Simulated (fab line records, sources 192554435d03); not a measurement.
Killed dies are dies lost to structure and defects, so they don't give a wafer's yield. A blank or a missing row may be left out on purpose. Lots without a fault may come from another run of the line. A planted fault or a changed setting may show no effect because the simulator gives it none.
fab line records | flow n5_finfet | part 1 of 2: steps 1 to 17 of 24
record lots=5 wafers=15 last_day=18
route steps=1938 shown HKMG_FIN@451 GATE_CUT@465
lots that met no fault: from a run of the same line without faults
start_h: hours from the record's first day to the start of the lot's first wafer shown | wait_h: hours since the lot's step before | " the same as in the row above | L1.1+2: a row that stands for several wafers | - no value, or no start given | * or withheld: withheld | < > ~ a bound
route shown NAME@n: a module of which the file shows steps, and the number in the route of the first | usual: mean/standard deviation of fault-free wafers | same: alike in all rows | chamber/n: place in a boat | sites: the reading at each site | _std_site: their standard deviation | _edge_site: outer sites' mean less inner sites' | radius_mm: how far each site lies from the wafer's centre | mask NAME#n: copy n | behind: the tool/chamber that last shaped the wafer | hold: why the lot was held/for how many hours/how that ended | device: the transistor (n, p or np) that didn't switch | end of line: the same wafers' tests at the end of the route | a step without rows: its recipe alone | killed: dies lost to structure and defects at the first sort, not the wafer's yield | map: a wafer's dies, x killed, . not, _ none there
set.NAME: the setting as run; set.NAME@STEP: as run at that earlier step | model.NAME: the simulator's own value behind a step, which no gauge read
lots at some steps of the route; a table a step, a row a wafer
services: from which hour (start_h, from the record's first day; less than 0 if before it) a tool's chamber was out of use, for how many hours, and why
## steps
# step N5_HKMG_FIN_ETCH_67
# recipe chemistry=N2/H2 target=SOC target_depth_a=3889 stop_on=TiN ion_energy_ev=100 bias_w=61 pressure_mtorr=30 source_w=850 n2_flow_sccm=200 h2_flow_sccm=200
# usual drypump_motor_current_A=5.6/0.44 oes_product_au=0.78/0.063 rf_vpp_V=240.5/1.2 showerhead_plenum_p_Torr=2.53/0.091 throttle_valve_pct=17.82/0.21
# columns lot.wafer tool chamber start_h wait_h drypump_motor_current_A oes_product_au rf_hours_counter_h rf_vpp_V showerhead_plenum_p_Torr throttle_valve_pct
L081.2 rie_diel-04 0 123.51 - 5.5 0.70 224 240.8 2.43 17.99
L081.3 " 1 " " 5.8 0.79 115 241.4 2.56 17.69
L081.5 " 1 " " 5.8 0.79 - 241.9 2.56 17.70
L083.1 rie_diel-01 0 132.69 - 6.2 0.76 111 240.9 2.43 17.75
L083.5 " 0 " " 6.2 0.76 - 238.9 2.43 17.76
L083.6 " 3 " " 5.5 0.76 - 239.8 2.47 18.07
L085.1 rie_diel-04 1 143.21 - 5.8 0.77 123 241.2 2.56 17.70
L085.2 " 0 " " 5.6 0.69 231 238.9 2.42 18.00
L085.6 " 3 " " 5.7 0.73 - 241.6 2.63 17.88
L086.2 rie_diel-02 2 148.96 - 5.8 0.76 89 242.8 2.70 17.93
L086.4 " 0 " " 6.2 0.80 111 240.6 2.43 17.77
L086.6 " 3 " " 4.9 0.87 - 242.0 2.62 17.98
L097.1 rie_diel-01 3 221.67 - 5.5 0.74 144 238.3 2.46 18.14
L097.4 " 0 " " 6.2 0.74 141 239.8 2.42 17.79
L097.6 " 0 " " 6.3 0.73 - 237.8 2.42 17.81
# step N5_HKMG_FIN_STRIP_90
# recipe chemistry=N2/H2 material=SOC time_s=20 power_w=500 temp_c=40 pressure_mtorr=50 rf_frequency_hz=6e+07 bias_power_w=8 h2_frac=0.5 n2_flow_sccm=300 h2_flow_sccm=300
# usual bias_power_w=7.998/0.022 drypump_motor_current_A=5.6/0.44 oes_product_au=0.80/0.07 power_w=500.0/1.7 rf_vpp_V=54.1/0.81 showerhead_plenum_p_Torr=3.35/0.12 throttle_valve_pct=19.1/0.36
# columns lot.wafer tool chamber start_h wait_h bias_power_w drypump_motor_current_A oes_product_au power_w rf_hours_counter_h rf_vpp_V showerhead_plenum_p_Torr throttle_valve_pct
L081.2 rie_diel-04 0 123.57 0.0 7.973 5.6 0.72 500.0 224 52.8 3.21 19.5
L081.3 " 1 " " 7.951 5.8 0.78 498.5 116 54.1 3.38 18.8
L081.5 " 1 " " 7.952 5.8 0.78 499.2 - 54.7 3.38 18.8
L083.1 rie_diel-01 0 132.75 0.0 7.942 6.3 0.79 499.1 111 53.5 3.21 18.9
L083.5 " 0 " " 7.958 6.2 0.79 501.4 - 54.5 3.21 18.9
L083.6 " 3 " " 7.963 5.4 0.76 502.3 - 53.4 3.27 19.4
L085.1 rie_diel-04 1 143.27 0.0 8.028 5.8 0.77 497.8 123 54.0 3.38 18.8
L085.2 " 0 " " 7.992 5.6 0.71 498.7 231 54.9 3.21 19.5
L085.6 " 3 " " 7.984 5.7 0.72 499.1 - 54.2 3.47 19.6
L086.2 rie_diel-02 2 149.02 0.0 7.995 5.8 0.77 498.1 89 54.0 3.56 19.3
L086.4 " 0 " " 7.979 6.2 0.79 499.4 111 54.5 3.22 19.1
L086.6 " 3 " " 7.989 4.9 0.87 498.6 - 55.0 3.46 19.1
L097.1 rie_diel-01 3 221.73 0.0 8.025 5.4 0.74 499.6 144 53.8 3.25 19.4
L097.4 " 0 " " 7.983 6.3 0.77 497.5 141 54.1 3.20 18.9
L097.6 " 0 " " 8.031 6.3 0.78 496.2 - 53.2 3.20 18.9
# step N5_HKMG_FIN_WET_ETCH_73
# recipe chemistry=SC1 mix=1:2:40 temp_c=50 time_s=42.3 target_depth_nm=1.3 dry=ipa_marangoni rinse_time_s=30 rinse_temp_c=23
# usual nh4oh_flow_mL_min=34.90/0.12
# columns lot.wafer tool chamber start_h wait_h nh4oh_flow_mL_min
L081.2 wet_bench-02 6 123.67 0.1 34.77
L081.3 " 5 " " 34.94
L081.5 " 3 " " 35.13
L083.1 wet_bench-02 2 132.85 0.1 34.76
L083.5 " 6 " " 34.98
L083.6 " 3 " " 34.64
L085.1 wet_bench-05 3 143.37 0.1 35.09
L085.2 " 5 " " 34.54
L085.6 " 0 " " 34.85
L086.2 wet_bench-02 6 149.12 0.1 34.83
L086.4 " 0 " " 34.88
L086.6 " 5 " " 34.79
L097.1 wet_bench-02 7 221.83 0.1 35.11
L097.4 " 0 " " 35.16
L097.6 " 6 " " 34.95
# step N5_HKMG_FIN_ETCHBACK_68
# recipe chemistry=Cl2/Ar stop_on=HfO2 target_depth_a=5 pressure_mtorr=10 icp_w=600 bias_w=60 Cl2_flow_sccm=40 Ar_flow_sccm=60
# usual drypump_motor_current_A=5.3/0.54 mfc_ar_sccm=59.98/0.19 oes_product_au=0.72/0.084 throttle_valve_pct=20.90/0.082
# columns lot.wafer tool chamber start_h wait_h drypump_motor_current_A mfc_ar_sccm oes_product_au rf_hours_counter_h throttle_valve_pct
L081.2 rie_metal-03 0 123.73 0.0 5.4 60.02 0.81 29 20.79
L081.3 " 0 " " 5.5 60.10 0.82 - 20.79
L081.5 " 1 " " 4.9 60.05 0.77 - 21.06
L083.1 rie_metal-02 1 132.90 0.0 4.7 59.89 0.75 38 20.83
L083.5 " 0 " " 5.8 60.32 0.60 - 20.93
L083.6 " 1 " " 4.7 59.78 0.74 - 20.85
L085.1 rie_metal-02 1 143.43 0.0 4.7 60.02 0.74 39 20.84
L085.2 " 0 " " 5.8 60.04 0.60 123 20.91
L085.6 " 0 " " 5.8 60.21 0.60 - 20.92
L086.2 rie_metal-02 1 149.17 0.0 4.7 59.87 0.74 40 20.85
L086.4 " 0 " " 5.8 59.66 0.60 - 20.91
L086.6 " 0 " " 5.8 59.73 0.60 - 20.93
L097.1 rie_metal-02 0 221.89 0.0 5.8 59.78 0.59 130 20.95
L097.4 " 0 " " 5.9 59.90 0.59 - 20.94
L097.6 " 1 " " 4.7 59.93 0.73 - 20.85
# step N5_HKMG_FIN_STRIP_69
# recipe chemistry=N2/H2 power_w=2500 temp_c=300 h2_frac=0.65 time_s=360 pressure_mtorr=withheld n2_flow_sccm=1750 h2_flow_sccm=3250
# usual drypump_motor_current_A=5.8/0.33 heater_power_w=454/14
# columns lot.wafer tool chamber start_h wait_h drypump_motor_current_A heater_power_w rf_hours_counter_h
L081.2 plasma_asher-01 1 123.87 0.1 5.7 441 97
L081.3 " 0 " " 6.2 476 -
L081.5 " 1 " " 5.6 427 -
L083.1 plasma_asher-01 1 133.05 0.1 5.7 441 100
L083.5 " 0 " " 6.2 458 -
L083.6 " 1 " " 5.7 445 -
L085.1 plasma_asher-02 1 143.57 0.1 5.5 444 48
L085.2 " 0 " " 5.3 488 48
L085.6 " 0 " " 5.3 471 -
L086.2 plasma_asher-01 1 149.32 0.1 5.6 444 103
L086.4 " 0 " " 6.2 454 -
L086.6 " 1 " " 5.6 440 -
L097.1 plasma_asher-02 0 222.03 0.1 5.3 486 63
L097.4 " 1 " " 5.5 445 -
L097.6 " 0 " " 5.3 467 -
# step N5_HKMG_FIN_ALD_21
# recipe material=TiN target_thk_a=15 temp_c=400 ald_precursor_family=TiCl4 ald_co_reactant=NH3 pulse_time_s=1 purge_time_s=3 co_reactant_purge_time_s=2 co_reactant_pulse_time_s=2 ald_cycles=68 pressure_torr=3
# usual heater_power_w=885/110 precursor_pulse_height_rel=1.002/0.021 susceptor_temp_C=400.02/0.22
# columns lot.wafer tool chamber start_h wait_h heater_power_w precursor_pulse_height_rel susceptor_temp_C
L081.2 ald_metal-02 3 124.25 0.3 741 0.985 399.97
L081.3 " 1 " " 966 1.000 400.07
L081.5 " 0 " " 851 0.993 399.74
L083.1 ald_metal-04 2 133.43 0.3 1077 0.998 400.03
L083.5 " 1 " " 974 0.984 400.46
L083.6 " 0 " " 948 1.022 399.86
L085.1 ald_metal-04 3 143.95 0.3 739 1.010 400.04
L085.2 " 1 " " 951 1.015 400.06
L085.6 " 0 " " 944 1.008 399.93
L086.2 ald_metal-02 2 149.70 0.3 840 0.994 400.23
L086.4 " 3 " " 751 1.004 400.05
L086.6 " 1 " " 952 1.023 400.17
L097.1 ald_metal-03 3 222.41 0.3 911 0.999 400.24
L097.4 " 2 " " 768 1.002 400.23
L097.6 " 2 " " 775 0.997 400.33
# step N5_HKMG_FIN_ALD_72
# recipe material=W target_thk_a=20 temp_c=300 pressure_torr=7.5 ald_precursor_family=WF6 ald_co_reactant=B2H6 pulse_time_s=1 purge_time_s=2 co_reactant_purge_time_s=2 co_reactant_pulse_time_s=3 ald_cycles=7
# usual heater_power_w=505/59 precursor_pulse_height_rel=0.998/0.022 susceptor_temp_C=300.01/0.18
# columns lot.wafer tool chamber start_h wait_h heater_power_w precursor_pulse_height_rel susceptor_temp_C
L081.2 cvd_w-02 0 124.61 0.2 482 0.984 300.16
L081.3 " 1 " " 592 0.992 300.03
L081.5 " 0 " " 471 0.990 300.33
L083.1 cvd_w-01 1 133.79 0.2 443 1.013 300.07
L083.5 " 1 " " 441 1.027 299.81
L083.6 " 0 " " 472 1.005 299.80
L085.1 cvd_w-01 1 144.31 0.2 435 0.991 300.13
L085.2 " 0 " " 485 0.984 299.66
L085.6 " 1 " " 454 1.005 300.28
L086.2 cvd_w-02 1 150.06 0.2 596 1.021 299.88
L086.4 " 0 " " 474 1.026 299.95
L086.6 " 1 " " 588 0.994 300.00
L097.1 cvd_w-02 0 222.77 0.2 486 0.970 300.34
L097.4 " 1 " " 586 0.977 299.76
L097.6 " 1 " " 597 0.995 300.02
# step N5_HKMG_FIN_W_FILL_22
# recipe material=W target_thk_a=600 temp_c=400 pressure_torr=39.4 time_s=18.2
# usual heater_power_w=903/100 susceptor_temp_C=400.01/0.22 throttle_valve_pct=18.8/0.4
# columns lot.wafer tool chamber start_h wait_h heater_power_w susceptor_temp_C throttle_valve_pct
L081.2 cvd_w-02 0 124.67 0.0 869 399.34 18.6
L081.3 " 1 " " 1045 399.88 18.5
L081.5 " 0 " " 846 399.74 18.8
L083.1 cvd_w-01 1 133.85 0.0 763 400.02 19.5
L083.5 " 1 " " 804 399.94 19.3
L083.6 " 0 " " 882 399.91 18.8
L085.1 cvd_w-01 1 144.37 0.0 795 399.83 19.6
L085.2 " 0 " " 841 400.33 18.8
L085.6 " 1 " " 783 399.74 19.2
L086.2 cvd_w-02 1 150.12 0.0 1045 399.82 18.3
L086.4 " 0 " " 899 400.50 18.9
L086.6 " 1 " " 1054 399.79 18.2
L097.1 cvd_w-02 0 222.84 0.0 859 399.89 18.9
L097.4 " 1 " " 1076 400.01 18.5
L097.6 " 1 " " 1042 399.96 18.4
# step N5_HKMG_FIN_PRECLEAN_83
# recipe chemistry=DIW time_s=57.5 temp_c=23
# columns lot.wafer tool chamber start_h wait_h
L081.2+3+5 wet_bench-02 6,7,0 124.73 0.0
L083.1+5+6 wet_bench-02 4,6,5 133.92 0.1
L085.1+2+6 wet_bench-05 0,5,7 144.43 0.0
L086.2+4+6 wet_bench-02 4,3,2 150.18 0.0
L097.1+4+6 wet_bench-04 2,0,3 222.89 0.0
# step N5_HKMG_FIN_SRD_84
# recipe dry_time_s=32 dry=n2_spin spin_rpm=1500
# columns lot.wafer tool chamber start_h wait_h
L081.2+3+5 wet_bench-02 6,7,0 124.75 0.0
L083.1+5+6 wet_bench-02 4,6,5 133.94 0.0
L085.1+2+6 wet_bench-05 0,5,7 144.45 0.0
L086.2+4+6 wet_bench-02 4,3,2 150.20 0.0
L097.1+4+6 wet_bench-04 2,0,3 222.91 0.0
# step N5_HKMG_FIN_CMP_23
# recipe stop_on=SiNx t_overpolish_s=10 post_cmp_clean=rinse_only down_force_psi=4 platen_rpm=50.289 pad_velocity_m_s=1.0006 target_thk_nm=46.326
# usual motor_current_A=12.2/1.5 overpolish_run_s=9.99/0.11 slurry_flow_ml_min=149.9/0.48 time_to_endpoint_s=12/4
# columns lot.wafer tool chamber start_h wait_h motor_current_A overpolish_run_s slurry_flow_ml_min time_to_endpoint_s
L081.3 cmp-03 3 124.86 0.1 13.8 10.01 150.1 10
L081.2 " 1 " " 10.8 9.99 150.4 1
L081.5 " 2 " " 11.8 9.99 150.0 10
L083.1 cmp-04 3 134.13 0.2 11.5 10.00 149.9 16
L083.5 " 1 " " 14.3 10.00 150.6 13
L083.6 " 2 " " 12.8 10.00 150.0 15
L085.1 cmp-03 0 144.74 0.3 11.0 10.00 149.4 15
L085.2 " 1 " " 11.1 9.98 149.4 8
L085.6 " 3 " " 14.3 9.88 149.1 19
L086.2 cmp-03 1 150.39 0.2 10.5 10.01 149.7 8
L086.4 " 2 " " 11.6 10.02 149.5 15
L086.6 " 0 " " 10.6 10.00 149.8 12
L097.1 cmp-03 0 223.11 0.2 10.8 9.99 150.2 11
L097.4 " 1 " " 11.0 10.00 149.8 7
L097.6 " 3 " " 14.1 9.98 149.4 14
# step N5_HKMG_FIN_CMP_94
# recipe stop_on=SiNx post_cmp_clean=w_dilute_nh4oh t_overpolish_s=4.7 down_force_psi=4 platen_rpm=50.289 pad_velocity_m_s=1.0006 target_thk_nm=43.299
# usual motor_current_A=12.2/1.4 slurry_flow_ml_min=150.0/0.49
# columns lot.wafer tool chamber start_h wait_h motor_current_A slurry_flow_ml_min
L081.3 cmp-03 3 125.29 0.3 14.0 149.9
L081.2 " 1 " " 11.3 150.5
L081.5 " 2 " " 11.6 150.3
L083.1 cmp-04 3 134.89 0.7 11.7 150.0
L083.5 " 1 " " 14.3 149.7
L083.6 " 2 " " 13.6 149.9
L085.1 cmp-03 0 145.12 0.3 10.6 150.5
L085.2 " 1 " " 10.9 150.6
L085.6 " 3 " " 13.8 149.7
L086.2 cmp-03 1 150.77 0.3 10.5 149.7
L086.4 " 2 " " 11.5 150.9
L086.6 " 0 " " 10.6 149.5
L097.1 cmp-03 0 223.49 0.3 11.2 150.3
L097.4 " 1 " " 11.4 149.8
L097.6 " 3 " " 14.0 149.6
# step N5_HKMG_FIN_INSPECT_28
# recipe inspect_instrument=darkfield mode=post_cmp
# usual raw_defect_count=39/17
# columns lot.wafer tool chamber start_h wait_h raw_defect_count
L081.2 defect_inspect-02 - 125.49 0.0 39
L081.3 " - " " 13
L081.5 " - " " 23
L083.1 defect_inspect-02 - 135.06 0.0 71
L083.5 " - " " 46
L083.6 " - " " 59
L085.1 defect_inspect-02 - 145.29 0.0 68
L085.2 " - " " 42
L085.6 " - " " 24
L086.2 defect_inspect-02 - 150.94 0.0 41
L086.4 " - " " 26
L086.6 " - " " 74
L097.1 defect_inspect-01 - 223.66 0.0 22
L097.4 " - " " 18
L097.6 " - " " 38
# step N5_GATE_CUT_ETCHBACK_00
# recipe chemistry=SF6/Cl2 target=W pressure_mtorr=8 icp_w=900 bias_w=80 SF6_flow_sccm=40 Cl2_flow_sccm=60
# usual drypump_motor_current_A=5.4/0.61 oes_product_au=0.76/0.076 throttle_valve_pct=27.60/0.083
# columns lot.wafer tool chamber start_h wait_h drypump_motor_current_A oes_product_au rf_hours_counter_h throttle_valve_pct
L081.2 rie_metal-01 1 125.53 0.0 4.9 0.85 27 27.63
L081.3 " 1 " " 4.9 0.84 - 27.61
L081.5 " 0 " " 6.2 0.74 - 27.61
L083.1 rie_metal-03 1 135.10 0.0 4.9 0.78 40 27.79
L083.5 " 0 " " 5.5 0.83 - 27.48
L083.6 " 1 " " 4.9 0.77 - 27.79
L085.1 rie_metal-01 0 145.32 0.0 6.2 0.73 66 27.63
L085.2 " 1 " " 4.9 0.84 29 27.61
L085.6 " 1 " " 4.9 0.83 - 27.62
L086.2 rie_metal-02 0 150.98 0.0 5.8 0.62 124 27.61
L086.4 " 0 " " 5.8 0.62 - 27.63
L086.6 " 1 " " 4.7 0.75 - 27.51
L097.1 rie_metal-01 1 223.69 0.0 4.8 0.81 36 27.63
L097.4 " 1 " " 4.9 0.81 - 27.64
L097.6 " 0 " " 6.3 0.72 - 27.63
# step N5_GATE_CUT_ETCH_56
# recipe chemistry=Cl2/Ar target=TiN target_depth_a=216 pressure_mtorr=10 icp_w=600 bias_w=60 Cl2_flow_sccm=40 Ar_flow_sccm=60
# usual drypump_motor_current_A=5.4/0.61 mfc_ar_sccm=60.01/0.23 oes_product_au=0.75/0.078 throttle_valve_pct=20.89/0.08
# columns lot.wafer tool chamber start_h wait_h drypump_motor_current_A mfc_ar_sccm oes_product_au rf_hours_counter_h throttle_valve_pct
L081.2 rie_metal-01 1 125.65 0.1 4.8 60.11 0.85 27 20.81
L081.3 " 1 " " 4.8 59.84 0.84 - 20.81
L081.5 " 0 " " 6.3 59.93 0.75 - 20.93
L083.1 rie_metal-03 1 135.22 0.1 4.9 59.91 0.76 40 21.10
L083.5 " 0 " " 5.5 60.34 0.80 - 20.81
L083.6 " 1 " " 4.9 60.12 0.76 - 21.07
L085.1 rie_metal-01 0 145.44 0.1 6.3 59.91 0.74 66 20.95
L085.2 " 1 " " 4.8 59.80 0.83 29 20.81
L085.6 " 1 " " 4.8 59.83 0.84 - 20.82
L086.2 rie_metal-02 0 151.10 0.1 5.8 59.96 0.59 124 20.94
L086.4 " 0 " " 5.8 60.11 0.60 - 20.94
L086.6 " 1 " " 4.7 60.36 0.74 - 20.85
L097.1 rie_metal-01 1 223.81 0.1 4.9 60.14 0.82 36 20.85
L097.4 " 1 " " 4.9 60.18 0.81 - 20.85
L097.6 " 0 " " 6.2 60.10 0.72 - 20.96
# step N5_GATE_CUT_ETCHBACK_30
# recipe chemistry=Cl2/Ar target=TiN target_depth_a=30 mode=isotropic pressure_mtorr=10 icp_w=600 bias_w=60 Cl2_flow_sccm=40 Ar_flow_sccm=60
# usual drypump_motor_current_A=5.4/0.61 mfc_ar_sccm=60.02/0.18 oes_product_au=0.75/0.079 throttle_valve_pct=20.89/0.077
# columns lot.wafer tool chamber start_h wait_h drypump_motor_current_A mfc_ar_sccm oes_product_au rf_hours_counter_h throttle_valve_pct
L081.2 rie_metal-01 1 125.74 0.1 4.9 60.10 0.85 27 20.82
L081.3 " 1 " " 4.8 60.27 0.85 - 20.81
L081.5 " 0 " " 6.2 59.66 0.75 - 20.94
L083.1 rie_metal-03 1 135.31 0.1 4.9 60.12 0.77 40 21.06
L083.5 " 0 " " 5.5 60.05 0.82 - 20.79
L083.6 " 1 " " 4.9 60.14 0.77 - 21.07
L085.1 rie_metal-01 0 145.53 0.1 6.2 60.01 0.74 66 20.93
L085.2 " 1 " " 4.9 60.20 0.84 29 20.84
L085.6 " 1 " " 4.8 60.05 0.85 - 20.82
L086.2 rie_metal-02 0 151.19 0.1 5.8 59.92 0.59 124 20.93
L086.4 " 0 " " 5.8 59.66 0.59 - 20.92
L086.6 " 1 " " 4.7 59.97 0.74 - 20.84
L097.1 rie_metal-01 1 223.90 0.1 4.9 60.12 0.82 36 20.86
L097.4 " 1 " " 4.8 60.19 0.81 - 20.84
L097.6 " 0 " " 6.3 59.92 0.72 - 20.95
# step N5_GATE_CUT_VAPOR_ETCH_60
# recipe chemistry=BCl3/Cl2 target=HfO2 mode=isotropic
# usual drypump_motor_current_A=5.4/0.61 oes_product_au=0.75/0.075
# columns lot.wafer tool chamber start_h wait_h drypump_motor_current_A oes_product_au
L081.2 rie_metal-01 1 125.77 0.0 4.9 0.83
L081.3 " 1 " " 4.8 0.83
L081.5 " 0 " " 6.3 0.74
L083.1 rie_metal-03 1 135.34 0.0 4.9 0.76
L083.5 " 0 " " 5.5 0.83
L083.6 " 1 " " 4.9 0.76
L085.1 rie_metal-01 0 145.56 0.0 6.2 0.73
L085.2 " 1 " " 4.9 0.84
L085.6 " 1 " " 4.8 0.83
L086.2 rie_metal-02 0 151.22 0.0 5.8 0.62
L086.4 " 0 " " 5.8 0.61
L086.6 " 1 " " 4.7 0.75
L097.1 rie_metal-01 1 223.93 0.0 4.9 0.81
L097.4 " 1 " " 4.8 0.81
L097.6 " 0 " " 6.3 0.72
